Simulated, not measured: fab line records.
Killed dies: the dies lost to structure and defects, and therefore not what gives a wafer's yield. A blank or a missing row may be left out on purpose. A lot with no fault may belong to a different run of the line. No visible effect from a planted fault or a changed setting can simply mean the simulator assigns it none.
Matching of chambers | flow n5 finfet | 3 sister chambers for N5_BEOL_M11_ILD_DEP_00 on pecvd-03
The step deposits SiCOH lowk from DEMS/porogen, target thk 308.51 nm, time 58 s. 6 wafers are shown with their chamber, then 10 later ones without.

## WAFERS WITH THEIR CHAMBER
wafer  | chamber | heater power w (W) | throttle valve pct (%)
L083.2 | 1       | 264                | 13.7
L088.3 | 0       | 324                | 13.8
L088.5 | 1       | 281                | 13.5
L088.6 | 2       | 383                | 13.5
L089.1 | 2       | 324                | 13.8
L089.2 | 0       | 296                | 13.7

## WAFERS WHOSE CHAMBER IS MISSING
wafer  | heater power w (W) | throttle valve pct (%)
L089.5 | 279                | 13.5
L095.1 | 361                | 13.5
L095.3 | 300                | 13.6
L095.6 | 329                | 13.4
L093.1 | 307                | 13.8
L093.2 | 315                | 13.9
L093.3 | 298                | 13.7
L096.2 | 333                | 13.7
L096.3 | 284                | 13.6
L096.6 | 288                | 13.7

## EACH ONE'S CHAMBER
wafer  | from the rows above          | in truth
L089.5 | can't be placed: 1 or 0      | 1
L095.1 | can't be placed: 2 or 0      | 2
L095.3 | can't be placed: 1 or 0 or 2 | 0
L095.6 | can't be placed: 2 or 0 or 1 | 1
L093.1 | can't be placed: 0 or 1 or 2 | 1
L093.2 | can't be placed: 0 or 2 or 1 | 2
L093.3 | can't be placed: 0 or 1 or 2 | 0
L096.2 | can't be placed: 2 or 0 or 1 | 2
L096.3 | can't be placed: 1 or 0      | 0
L096.6 | can't be placed: 0 or 1 or 2 | 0
Placed correctly: 0 of 10. Unplaceable from these rows: 10, with the true chamber sitting among the candidates in 10. 0 placed wrongly.
How it was worked out, from the rows above alone: a wafer's distance from a chamber is the root of the sum, over the readings, of the square of ((its reading less the chamber's mean) divided by the reading's scatter). If the next closest chamber is less than 2 further off than the closest, the wafer can't be placed; otherwise it belongs to the closest. The mean given for a chamber averages the wafers shown for that chamber. The scatter is the square root of a quotient: the sum, over the shown wafers, of each reading's squared deviation from its chamber's mean, divided by wafers minus chambers.
